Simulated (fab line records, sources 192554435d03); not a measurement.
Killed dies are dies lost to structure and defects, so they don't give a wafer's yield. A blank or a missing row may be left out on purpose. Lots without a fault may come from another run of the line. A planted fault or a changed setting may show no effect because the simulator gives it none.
fab line records | flow n5_finfet
record lots=4 wafers=12 last_day=17
route steps=1938 shown BEOL_M4@1099 BEOL_M5@1112 BEOL_M6@1255 PASSIVATION@1936
lots that met no fault: from a run of the same line without faults
start_h: hours from the record's first day to the start of the lot's first wafer shown | wait_h: hours since the lot's step before | " the same as in the row above | L1.1+2: a row that stands for several wafers | - no value, or no start given | * or withheld: withheld | < > ~ a bound
route shown NAME@n: a module of which the file shows steps, and the number in the route of the first | usual: mean/standard deviation of fault-free wafers | same: alike in all rows | chamber/n: place in a boat | sites: the reading at each site | _std_site: their standard deviation | _edge_site: outer sites' mean less inner sites' | radius_mm: how far each site lies from the wafer's centre | mask NAME#n: copy n | behind: the tool/chamber that last shaped the wafer | hold: why the lot was held/for how many hours/how that ended | device: the transistor (n, p or np) that didn't switch | end of line: the same wafers' tests at the end of the route | a step without rows: its recipe alone | killed: dies lost to structure and defects at the first sort, not the wafer's yield | map: a wafer's dies, x killed, . not, _ none there
set.NAME: the setting as run; set.NAME@STEP: as run at that earlier step | model.NAME: the simulator's own value behind a step, which no gauge read
lots at some steps of the route; a table a step, a row a wafer
services: from which hour (start_h, from the record's first day; less than 0 if before it) a tool's chamber was out of use, for how many hours, and why
## steps
# step N5_BEOL_M4_ANNEAL_95
# recipe temp_c=400 time_s=240 ambient=vacuum
# step N5_BEOL_M4_SPUTTER_96
# recipe material=Cu target_thk_a=45 temp_c=-20 chamber_pressure_pa=0.07 power_w=withheld time_s=8.29
# step N5_BEOL_M4_ECD_50
# recipe material=Cu target_thk_a=3000
# step N5_BEOL_M4_ANNEAL_51
# recipe temp_c=225 time_s=90 ambient=N2
# step N5_BEOL_M4_CMP_52
# recipe stop_on=SiOC t_overpolish_s=6.8 down_force_psi=1 platen_rpm=50 clearing_platen_down_force_psi=1.5 clearing_platen_rpm=50 post_cmp_clean=cu_alkaline target_thk_nm=40 clearing_platen_pad_velocity_m_s=0.99484 pad_velocity_m_s=0.99484
# step N5_BEOL_M4_PRE_CLEAN_60
# recipe gas=NH3/H2 time_s=15 temp_c=* rf_power_w=300
# step N5_BEOL_M4_CO_CAP_55
# recipe material=Co target_thk_a=20 temp_c=200 precursor=CCTBA/H2 pressure_torr=30 time_s=102.1
# step N5_BEOL_M4_PRE_CLEAN_56
# recipe gas=NH3 time_s=15 temp_c=withheld rf_power_w=300
# step N5_BEOL_M4_DEP_57
# recipe material=SiCN target_thk_a=80 temp_c=withheld precursor=3MS/NH3 pressure_torr=3 rf_w=202 time_s=14
# step N5_BEOL_M4_RC_MEAS_101
# usual DIBL_N=36.3/1.7 DIBL_P=36.3/2.2 IOFF_N=0.16/0.034 IOFF_P=0.21/0.038 ION_N=673/13 ION_P=461/8.3 SS_N=71.5/0.55 SS_P=73.3/0.67 VT_N=250/3.4 VT_P=-251/3.5
# columns lot.wafer tool chamber start_h wait_h DIBL_N[mV/V] DIBL_P[mV/V] IOFF_N[nA/um] IOFF_P[nA/um] ION_N[uA/um] ION_P[uA/um] SS_N[mV/dec] SS_P[mV/dec] VT_N[mV] VT_P[mV]
L157.2 prober-01 0 169.97 0.2 34.1 32.5 0.12 0.16 657 458 70.8 72.1 250 -254
L157.4 " 0 " " 34.8 33.6 0.13 0.17 672 462 71.8 72.1 254 -252
L157.6 " 0 " " 35.0 33.7 0.14 0.17 671 462 71.4 71.9 250 -254
L163.1 prober-02 0 208.12 0.0 35.3 35.3 0.16 0.21 665 453 71.7 73.1 246 -251
L163.4 " 0 " " 35.6 35.9 0.16 0.21 671 459 71.9 73.3 248 -249
L163.5 " 0 " " 35.9 36.0 0.17 0.21 669 453 71.9 73.9 248 -253
L164.2 prober-02 0 211.30 0.2 35.7 35.2 0.17 0.20 668 454 71.6 73.0 246 -249
L164.4 " 0 " " 39.1 39.4 0.24 0.28 683 470 72.6 74.1 242 -246
L164.5 " 0 " " 36.0 35.3 0.16 0.20 663 451 71.6 72.8 251 -250
L179.2 prober-02 0 293.68 0.2 34.7 33.2 0.13 0.17 672 465 71.0 72.7 251 -253
L179.3 " 0 " " 34.6 33.3 0.12 0.18 659 459 71.3 73.0 252 -252
L179.4 " 0 " " 34.2 32.1 0.12 0.17 667 465 70.8 72.1 254 -248
# step N5_BEOL_M5_ILD_DEP_00
# recipe material=SiCOH_lowk target_thk_a=1406.4 temp_c=300 precursor=DEMS/porogen pressure_torr=5 rf_w=500 time_s=25.9
# step N5_BEOL_M5_CURE_79
# recipe temp_c=385 time_s=240 ambient=He/Ar material=SiCOH_lowk
# step N5_BEOL_M5_PECVD_70
# recipe material=SiO2 target_thk_a=160 temp_c=400 precursor=TEOS/O2 pressure_torr=5.5 rf_w=450 teos_flow_sccm=53.8 gas=O2 flow_sccm=3000 time_s=18
# step N5_BEOL_M5_HM_DEP_02
# recipe material=TiN target_thk_a=200 temp_c=25 chamber_pressure_pa=0.49996
# step N5_BEOL_M5_COAT_59
# recipe resist=SOC temp_c=250 time_s=60 spin_rpm=1500 resist_thk_nm=60
# step N5_BEOL_M5_COAT_60
# recipe resist=SiARC temp_c=220 time_s=60 spin_rpm=1500 resist_thk_nm=12
# step N5_BEOL_M5_COAT_71
# recipe resist=underlayer temp_c=205 time_s=60 spin_rpm=1500 resist_thk_nm=5
# step N5_BEOL_M5_COAT_05
# recipe resist=CAR-EUV spin_rpm=1500 resist_thk_nm=30
# step N5_BEOL_M5_EBR_07
# recipe solvent=PGMEA ebr_width_mm=1.5
# step N5_BEOL_M5_SOFTBAKE_06
# recipe temp_c=110 time_s=60 resist=CAR-EUV
# step N5_BEOL_M5_EXPOSE_08
# recipe mask_id=M5 na=0.33 source_shape=annular sigma_inner=0.4 sigma_outer=0.8 polarization=unpolarized target_cd_nm=28 dose_mj=35.75
# step N5_BEOL_M5_PEB_09
# recipe peb_temp_c=100 peb_time_s=60 resist=CAR-EUV
# step N5_BEOL_M5_DEVELOP_10
# recipe develop_time_s=30 developer=TMAH resist=CAR-EUV rinse_liquid=surfactant_rinse dry=air_spin dev_temp_c=23
# step N5_BEOL_M5_DESCUM_16
# recipe chemistry=O2 time_s=7 source_power_w=50 bias_power_w=20 pressure_mtorr=20 rf_frequency_hz=2.712e+07 temp_c=40 resist=CAR-EUV o2_flow_sccm=225
# step N5_BEOL_M5_ETCH_72
# recipe chemistry=N2/H2 target=underlayer target_depth_a=65 mask_material=CAR-EUV time_s=5.2 ion_energy_ev=200 pressure_mtorr=30 source_w=840 bias_w=150 n2_flow_sccm=200 h2_flow_sccm=200 ends=cleared
# step N5_BEOL_M5_ETCH_61
# recipe chemistry=CF4 target=SiARC target_depth_a=156 mask_material=CAR-EUV time_s=26 ion_energy_ev=80 pressure_mtorr=40 source_w=545 bias_w=36 Ar_flow_sccm=100 cf4_flow_sccm=100 ends=cleared
# step N5_BEOL_M5_ETCH_62
# recipe chemistry=N2/H2 target=SOC target_depth_a=750 overetch_a=150 mask_material=SiARC temp_c=40 time_s=112.5 ion_energy_ev=200 pressure_mtorr=30 source_w=840 bias_w=150 n2_flow_sccm=200 h2_flow_sccm=200
# step N5_BEOL_M5_STRIP_63
# recipe chemistry=N2/H2 temp_c=40 n2_flow_sccm=200 h2_flow_sccm=200 rf_frequency_hz=6e+07
# step N5_BEOL_M5_STRIP_73
# recipe chemistry=N2/H2 temp_c=40 n2_flow_sccm=200 h2_flow_sccm=200 rf_frequency_hz=6e+07
# step N5_BEOL_M5_STRIP_64
# recipe chemistry=CF4 resist=SiARC power_w=300 bias_power_w=75 pressure_mtorr=50 cf4_flow_sccm=150 rf_frequency_hz=6e+07
# step N5_BEOL_M5_HM_OPEN_17
# recipe chemistry=Cl2/BCl3 target_depth_a=200 overetch_a=60 target=TiN mask_material=SOC ion_energy_ev=150 pressure_mtorr=10 icp_w=1000 bias_w=126 Cl2_flow_sccm=53.25 bcl3_flow_sccm=21.75 Ar_flow_sccm=25
# step N5_BEOL_M5_STRIP_19
# recipe chemistry=O2 power_w=400 temp_c=40 pressure_mtorr=30 rf_frequency_hz=6e+07 bias_power_w=0 overash_fraction=0.2 o2_flow_sccm=225
# step N5_BEOL_M5_COAT_65
# recipe resist=SOC temp_c=250 time_s=60 spin_rpm=1500 resist_thk_nm=60
# step N5_BEOL_M5_COAT_66
# recipe resist=SiARC temp_c=220 time_s=60 spin_rpm=1500 resist_thk_nm=12
# step N5_BEOL_M6_ECD_50
# recipe material=Cu target_thk_a=3000
# columns lot.wafer tool chamber start_h wait_h
L157.2+4+6 ecd_cu-01 1 189.33 0.1
L163.1+4+5 ecd_cu-01 1,0,1 228.66 0.1
L164.2+4+5 ecd_cu-01 1,1,0 231.96 0.1
L179.2+3+4 ecd_cu-02 1,0,1 313.79 0.1
# step N5_BEOL_M6_CMP_52
# recipe stop_on=SiCOH_lowk t_overpolish_s=6.9 down_force_psi=1 platen_rpm=50 clearing_platen_down_force_psi=1.5 clearing_platen_rpm=50 post_cmp_clean=cu_alkaline target_thk_nm=80 clearing_platen_pad_velocity_m_s=0.99484 pad_velocity_m_s=0.99484
# usual motor_current_A=6.1/0.66 slurry_flow_ml_min=150.0/0.49 time_to_endpoint_s=61.8/2.8
# columns lot.wafer tool chamber start_h wait_h motor_current_A slurry_flow_ml_min time_to_endpoint_s
L157.4 cmp-03 3 189.76 0.2 6.3 149.8 58.2
L157.2 " 1 " " 6.5 150.4 60.8
L157.6 " 3 " " 6.0 150.0 59.9
L163.4 cmp-04 3 229.17 0.2 6.0 148.6 0.3
L163.1 " 1 " " 7.4 149.4 2.3
L163.5 " 3 " " 6.4 149.7 0.0
L164.2 cmp-04 3 232.39 0.2 6.3 149.6 4.3
L164.4 " 1 " " 6.8 149.6 3.0
L164.5 " 3 " " 6.0 150.8 2.6
L179.2 cmp-04 3 314.20 0.2 5.9 150.3 59.3
L179.4 " 0 " " 6.2 150.1 64.1
L179.3 " 1 " " 7.5 149.9 61.5
# step N5_PASSIVATION_PROBE_49
# usual defect_limited_yield=91.4/1.6 killed_at_M0_to_M3=34/10 killed_at_M4_up=12/4.8 killed_at_contacts=11/6.2 killed_at_front_end=39/13 killed_at_other=4/3.1 killed_dies=101/19 killed_on_rim=13/4.1 killed_open=67/14 killed_short=32/8.3 sort_bin_5_function=5.0/1 sort_bin_6_memory=3.2/0.76 sort_n_pass=1079/19 sort_yield_pct=91.4/1.6
# same gross_dies=1180 killed_at_back_side=0 sort_bin_4_leakage[%]=0 sort_bin_8_speed[%]=0
# columns lot.wafer tool chamber start_h wait_h defect_limited_yield[%] killed_at_M0_to_M3 killed_at_M4_up killed_at_contacts killed_at_front_end killed_at_other killed_dies killed_on_rim killed_open killed_short sort_bin_5_function[%] sort_bin_6_memory[%] sort_n_pass sort_yield_pct[%]
L163.1 prober-02 - 305.28 0.0 0 31 1089 13 40 7 1180 152 64 38 96.4 2.9 0 0
L163.4 prober-02 - 305.43 0.2 0 47 1034 15 78 6 1180 152 102 51 94.3 5.0 0 0
L163.5 prober-02 - 305.48 0.2 0 28 1088 12 47 5 1180 152 70 34 96.4 3.4 0 0
L164.2 prober-01 - 311.31 0.1 0 51 1086 2 26 15 1180 152 62 39 96.9 2.5 0 0
L164.4 prober-01 - 311.41 0.2 0 53 1071 7 40 9 1180 152 78 52 95.8 3.8 0 0
L164.5 prober-01 - 311.46 0.2 0 42 1097 7 29 5 1180 152 46 47 96.2 3.2 0 0
# killed by level:class
L163.1 BEOL_M6:area_ecd=1077 STI_FIN_REVEAL:geometric_particle:open=13 BEOL_M0_SAQP:geometric_particle:short=12 MOL_CONTACT_COAG:geometric_particle:open=11 FIN_SAQP:geometric_particle:open=8 BEOL_M0_SAQP:geometric_particle:open=8 STI_FIN_REVEAL:geometric_particle:short=6 BEOL_M1:geometric_particle:short=5
L163.4 BEOL_M6:area_ecd=1027 STI_FIN_REVEAL:geometric_particle:open=40 BEOL_M0_SAQP:geometric_particle:short=16 MOL_CONTACT_COAG:geometric_particle:open=13 BEOL_M0_SAQP:geometric_particle:open=12 FIN_SAQP:geometric_particle:short=8 FIN_SAQP:geometric_particle:open=8 STI_FIN_REVEAL:geometric_particle:short=6
L163.5 BEOL_M6:area_ecd=1073 STI_FIN_REVEAL:geometric_particle:open=13 MOL_CONTACT_COAG:geometric_particle:open=9 BEOL_M0_SAQP:geometric_particle:open=7 FIN_SAQP:geometric_particle:short=6 FIN_SAQP:geometric_particle:open=5 STI_FIN_REVEAL:geometric_particle:short=5 BEOL_M0_SAQP:geometric_particle:short=5
L164.2 BEOL_M6:area_ecd=1079 BEOL_M0_SAQP:geometric_particle:open=18 BEOL_M0_SAQP:geometric_particle:short=14 BEOL_M2:geometric_particle:open=8 FIN_SAQP:geometric_particle:short=5 BEOL_M4:geometric_particle:open=5 STI_FIN_REVEAL:geometric_particle:open=4 DUMMY_GATE:geometric_particle:open=4
L164.4 BEOL_M6:area_ecd=1048 BEOL_M0_SAQP:geometric_particle:short=20 BEOL_M0_SAQP:geometric_particle:open=18 BEOL_M4:geometric_particle:open=12 STI_FIN_REVEAL:geometric_particle:open=10 BEOL_M2:geometric_particle:open=8 FIN_SAQP:geometric_particle:short=6 MOL_CONTACT_COAG:geometric_particle:open=6
L164.5 BEOL_M6:area_ecd=1087 BEOL_M0_SAQP:geometric_particle:short=16 BEOL_M0_SAQP:geometric_particle:open=11 STARTING-WAFER:geometric_particle:short=7 GATE_CUT:geometric_particle:short=6 MOL_CONTACT_COAG:geometric_particle:open=6 BEOL_M2:geometric_particle:open=6 FIN_SAQP:geometric_particle:short=5
# map L163.1 (x killed, . not)
_________________xxxxxxxxxxxx________________
______________xxxxxxxxxxxxxxxxxx_____________
___________xxxxxxxxxxxxxxxxxxxxxxxx__________
__________xxxxxxxxxxxxxxxxxxxxxxxxxx_________
________xxxxxxxxxxxxxxxxxxxxxxxxxxxxxx_______
_______xxxxxxxxxxxxxxxxxxxxxxxxxxxxxxxx______
______xxxxxxxxxxxxxxxxxxxxxxxxxxxxxxxxxx_____
_____xxxxxxxxxxxxxxxxxxxxxxxxxxxxxxxxxxxx____
____xxxxxxxxxxxxxxxxxxxxxxxxxxxxxxxxxxxxxx___
___xxxxxxxxxxxxxxxxxxxxxxxxxxxxxxxxxxxxxxxx__
___xxxxxxxxxxxxxxxxxxxxxxxxxxxxxxxxxxxxxxxx__
__xxxxxxxxxxxxxxxxxxxxxxxxxxxxxxxxxxxxxxxxxx_
__xxxxxxxxxxxxxxxxxxxxxxxxxxxxxxxxxxxxxxxxxx_
_xxxxxxxxxxxxxxxxxxxxxxxxxxxxxxxxxxxxxxxxxxxx
_xxxxxxxxxxxxxxxxxxxxxxxxxxxxxxxxxxxxxxxxxxxx
_xxxxxxxxxxxxxxxxxxxxxxxxxxxxxxxxxxxxxxxxxxxx
_xxxxxxxxxxxxxxxxxxxxxxxxxxxxxxxxxxxxxxxxxxxx
_xxxxxxxxxxxxxxxxxxxxxxxxxxxxxxxxxxxxxxxxxxxx
_xxxxxxxxxxxxxxxxxxxxxxxxxxxxxxxxxxxxxxxxxxxx
_xxxxxxxxxxxxxxxxxxxxxxxxxxxxxxxxxxxxxxxxxxxx
_xxxxxxxxxxxxxxxxxxxxxxxxxxxxxxxxxxxxxxxxxxxx
__xxxxxxxxxxxxxxxxxxxxxxxxxxxxxxxxxxxxxxxxxx_
__xxxxxxxxxxxxxxxxxxxxxxxxxxxxxxxxxxxxxxxxxx_
___xxxxxxxxxxxxxxxxxxxxxxxxxxxxxxxxxxxxxxxx__
___xxxxxxxxxxxxxxxxxxxxxxxxxxxxxxxxxxxxxxxx__
____xxxxxxxxxxxxxxxxxxxxxxxxxxxxxxxxxxxxxx___
_____xxxxxxxxxxxxxxxxxxxxxxxxxxxxxxxxxxxx____
______xxxxxxxxxxxxxxxxxxxxxxxxxxxxxxxxxx_____
_______xxxxxxxxxxxxxxxxxxxxxxxxxxxxxxxx______
________xxxxxxxxxxxxxxxxxxxxxxxxxxxxxx_______
__________xxxxxxxxxxxxxxxxxxxxxxxxxx_________
___________xxxxxxxxxxxxxxxxxxxxxxxx__________
______________xxxxxxxxxxxxxxxxxx_____________
_________________xxxxxxxxxxxx________________
# map L164.2 (x killed, . not)
_________________xxxxxxxxxxxx________________
______________xxxxxxxxxxxxxxxxxx_____________
___________xxxxxxxxxxxxxxxxxxxxxxxx__________
__________xxxxxxxxxxxxxxxxxxxxxxxxxx_________
________xxxxxxxxxxxxxxxxxxxxxxxxxxxxxx_______
_______xxxxxxxxxxxxxxxxxxxxxxxxxxxxxxxx______
______xxxxxxxxxxxxxxxxxxxxxxxxxxxxxxxxxx_____
_____xxxxxxxxxxxxxxxxxxxxxxxxxxxxxxxxxxxx____
____xxxxxxxxxxxxxxxxxxxxxxxxxxxxxxxxxxxxxx___
___xxxxxxxxxxxxxxxxxxxxxxxxxxxxxxxxxxxxxxxx__
___xxxxxxxxxxxxxxxxxxxxxxxxxxxxxxxxxxxxxxxx__
__xxxxxxxxxxxxxxxxxxxxxxxxxxxxxxxxxxxxxxxxxx_
__xxxxxxxxxxxxxxxxxxxxxxxxxxxxxxxxxxxxxxxxxx_
_xxxxxxxxxxxxxxxxxxxxxxxxxxxxxxxxxxxxxxxxxxxx
_xxxxxxxxxxxxxxxxxxxxxxxxxxxxxxxxxxxxxxxxxxxx
_xxxxxxxxxxxxxxxxxxxxxxxxxxxxxxxxxxxxxxxxxxxx
_xxxxxxxxxxxxxxxxxxxxxxxxxxxxxxxxxxxxxxxxxxxx
_xxxxxxxxxxxxxxxxxxxxxxxxxxxxxxxxxxxxxxxxxxxx
_xxxxxxxxxxxxxxxxxxxxxxxxxxxxxxxxxxxxxxxxxxxx
_xxxxxxxxxxxxxxxxxxxxxxxxxxxxxxxxxxxxxxxxxxxx
_xxxxxxxxxxxxxxxxxxxxxxxxxxxxxxxxxxxxxxxxxxxx
__xxxxxxxxxxxxxxxxxxxxxxxxxxxxxxxxxxxxxxxxxx_
__xxxxxxxxxxxxxxxxxxxxxxxxxxxxxxxxxxxxxxxxxx_
___xxxxxxxxxxxxxxxxxxxxxxxxxxxxxxxxxxxxxxxx__
___xxxxxxxxxxxxxxxxxxxxxxxxxxxxxxxxxxxxxxxx__
____xxxxxxxxxxxxxxxxxxxxxxxxxxxxxxxxxxxxxx___
_____xxxxxxxxxxxxxxxxxxxxxxxxxxxxxxxxxxxx____
______xxxxxxxxxxxxxxxxxxxxxxxxxxxxxxxxxx_____
_______xxxxxxxxxxxxxxxxxxxxxxxxxxxxxxxx______
________xxxxxxxxxxxxxxxxxxxxxxxxxxxxxx_______
__________xxxxxxxxxxxxxxxxxxxxxxxxxx_________
___________xxxxxxxxxxxxxxxxxxxxxxxx__________
______________xxxxxxxxxxxxxxxxxx_____________
_________________xxxxxxxxxxxx________________
## services
# columns tool chamber start_h hours kind
cmp-04 - 172.14 2.8 repair
cmp-03 - 174.24 0.8 repair
cmp-04 - 198.57 4.0 pm
cmp-04 - 202.57 - consumable_replace:conditioner
cmp-04 - 202.57 - consumable_replace:pad
cmp-03 - 255.25 4.0 pm
cmp-03 - 259.25 - consumable_replace:conditioner
cmp-03 - 259.25 - consumable_replace:pad
ecd_cu-02 - 268.13 4.7 repair
cmp-03 - 298.47 1.4 repair
cmp-03 - 303.81 0.5 repair
## key
first_sign step=N5_BEOL_M6_CMP_52 reading=time_to_endpoint_s direction=down sigmas=21 usual=* struck=*
effect step=N5_PASSIVATION_PROBE_49 reading=killed_at_M4_up direction=up sigmas=99+ usual=12 struck=1078
more_kills_born_at N5_BEOL_M6_ECD_50@ecd_cu-01=6391
met_at N5_BEOL_M6_ECD_50
struck_wafers L163.1,L163.4,L163.5,L164.2,L164.4,L164.5
later_rows_left_out L163.1,L163.4,L163.5,L164.2,L164.4,L164.5
onset_between 189.33 228.66
fault kind=skipped_step_whole tool=ecd_cu-01 chamber=- onset_h=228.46 steps=N5_BEOL_M6_ECD_50 scope=struck_lots_only
# later_rows_left_out: the simulator's readings of these wafers behind a module that went badly wrong aren't trusted and aren't shown, but for the sort
